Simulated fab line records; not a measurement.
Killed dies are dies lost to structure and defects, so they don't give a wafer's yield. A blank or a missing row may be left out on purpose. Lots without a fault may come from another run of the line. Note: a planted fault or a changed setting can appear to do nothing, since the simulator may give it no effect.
Chamber matching || flow n5Finfet || N5_MOL_CONTACT_COAG_ETCH_110 on rieDiel-06 has 4 sister chambers
The step etches Si in CF4/O2, target depth 2.5 nm, time 8 s. 16 wafers are shown with their chamber, then 8 later ones without.

== WAFERS PAIRED WITH THEIR CHAMBERS ==
{"wafer": "L088.3", "chamber": 0, "throttleValvePct (%)": 10.63, "showerheadPlenumPTorr (Torr)": 2.24, "rfVppV (V)": 139}
{"wafer": "L088.5", "chamber": 3, "throttleValvePct (%)": 11.02, "showerheadPlenumPTorr (Torr)": 2.22, "rfVppV (V)": 133}
{"wafer": "L088.6", "chamber": 2, "throttleValvePct (%)": 10.48, "showerheadPlenumPTorr (Torr)": 2.30, "rfVppV (V)": 128}
{"wafer": "L089.1", "chamber": 1, "throttleValvePct (%)": 10.98, "showerheadPlenumPTorr (Torr)": 2.21, "rfVppV (V)": 133}
{"wafer": "L089.2", "chamber": 2, "throttleValvePct (%)": 10.49, "showerheadPlenumPTorr (Torr)": 2.30, "rfVppV (V)": 127}
{"wafer": "L089.5", "chamber": 0, "throttleValvePct (%)": 10.63, "showerheadPlenumPTorr (Torr)": 2.24, "rfVppV (V)": 138}
{"wafer": "L091.1", "chamber": 0, "throttleValvePct (%)": 10.64, "showerheadPlenumPTorr (Torr)": 2.24, "rfVppV (V)": 139}
{"wafer": "L091.2", "chamber": 1, "throttleValvePct (%)": 10.99, "showerheadPlenumPTorr (Torr)": 2.21, "rfVppV (V)": 134}
{"wafer": "L091.6", "chamber": 1, "throttleValvePct (%)": 10.97, "showerheadPlenumPTorr (Torr)": 2.21, "rfVppV (V)": 135}
{"wafer": "L092.1", "chamber": 3, "throttleValvePct (%)": 11.04, "showerheadPlenumPTorr (Torr)": 2.22, "rfVppV (V)": 134}
{"wafer": "L092.2", "chamber": 1, "throttleValvePct (%)": 10.98, "showerheadPlenumPTorr (Torr)": 2.21, "rfVppV (V)": 134}
{"wafer": "L092.3", "chamber": 0, "throttleValvePct (%)": 10.64, "showerheadPlenumPTorr (Torr)": 2.24, "rfVppV (V)": 138}
{"wafer": "L093.1", "chamber": 0, "throttleValvePct (%)": 10.65, "showerheadPlenumPTorr (Torr)": 2.23, "rfVppV (V)": 139}
{"wafer": "L093.2", "chamber": 3, "throttleValvePct (%)": 11.05, "showerheadPlenumPTorr (Torr)": 2.22, "rfVppV (V)": 134}
{"wafer": "L093.3", "chamber": 2, "throttleValvePct (%)": 10.51, "showerheadPlenumPTorr (Torr)": 2.29, "rfVppV (V)": 127}
{"wafer": "L094.2", "chamber": 2, "throttleValvePct (%)": 10.52, "showerheadPlenumPTorr (Torr)": 2.29, "rfVppV (V)": 127}

SIGNATURES (means of the wafers above)
{"reading": "throttleValvePct", "chamber 0": 10.6380, "chamber 1": 10.9800, "chamber 2": 10.5000, "chamber 3": 11.0367, "scatter within a chamber": 0.0127}
{"reading": "showerheadPlenumPTorr", "chamber 0": 2.2380, "chamber 1": 2.2100, "chamber 2": 2.2950, "chamber 3": 2.2200, "scatter within a chamber": 0.00387}
{"reading": "rfVppV", "chamber 0": 138.60, "chamber 1": 134.00, "chamber 2": 127.25, "chamber 3": 133.67, "scatter within a chamber": 0.62}
Rule: for a wafer and a chamber, the distance is found by dividing, reading by reading, the gap between the wafer's reading and the chamber's mean by the reading's scatter, squaring, summing and taking the root. The wafer belongs to the nearest chamber; if the next one is less than 2 further off, it can't be placed. The scatter: take each reading less its chamber's mean, square it, sum over the shown wafers, divide by the number of wafers less the number of chambers, and take the root.

== WAFERS WHOSE CHAMBER IS MISSING ==
{"wafer": "L094.3", "throttleValvePct (%)": 10.97, "showerheadPlenumPTorr (Torr)": 2.21, "rfVppV (V)": 134}
{"wafer": "L094.5", "throttleValvePct (%)": 10.50, "showerheadPlenumPTorr (Torr)": 2.29, "rfVppV (V)": 127}
{"wafer": "L095.1", "throttleValvePct (%)": 11.01, "showerheadPlenumPTorr (Torr)": 2.21, "rfVppV (V)": 134}
{"wafer": "L095.3", "throttleValvePct (%)": 10.65, "showerheadPlenumPTorr (Torr)": 2.23, "rfVppV (V)": 138}
{"wafer": "L095.6", "throttleValvePct (%)": 11.07, "showerheadPlenumPTorr (Torr)": 2.22, "rfVppV (V)": 134}
{"wafer": "L096.2", "throttleValvePct (%)": 10.69, "showerheadPlenumPTorr (Torr)": 2.23, "rfVppV (V)": 139}
{"wafer": "L096.3", "throttleValvePct (%)": 11.01, "showerheadPlenumPTorr (Torr)": 2.21, "rfVppV (V)": 134}
{"wafer": "L096.6", "throttleValvePct (%)": 11.01, "showerheadPlenumPTorr (Torr)": 2.21, "rfVppV (V)": 133}

== EACH ONE'S CHAMBER ==
{"wafer": "L094.3", "from the rows above": 1, "in truth": 1}
{"wafer": "L094.5", "from the rows above": 2, "in truth": 2}
{"wafer": "L095.1", "from the rows above": "can't be placed: 1 or 3", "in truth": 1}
{"wafer": "L095.3", "from the rows above": 0, "in truth": 0}
{"wafer": "L095.6", "from the rows above": 3, "in truth": 3}
{"wafer": "L096.2", "from the rows above": 0, "in truth": 0}
{"wafer": "L096.3", "from the rows above": "can't be placed: 1 or 3", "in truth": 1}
{"wafer": "L096.6", "from the rows above": "can't be placed: 1 or 3", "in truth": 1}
Placed correctly: 5 of 8. Unplaceable from these rows: 3, with the true chamber sitting among the candidates in 3. Placed wrongly: 0.
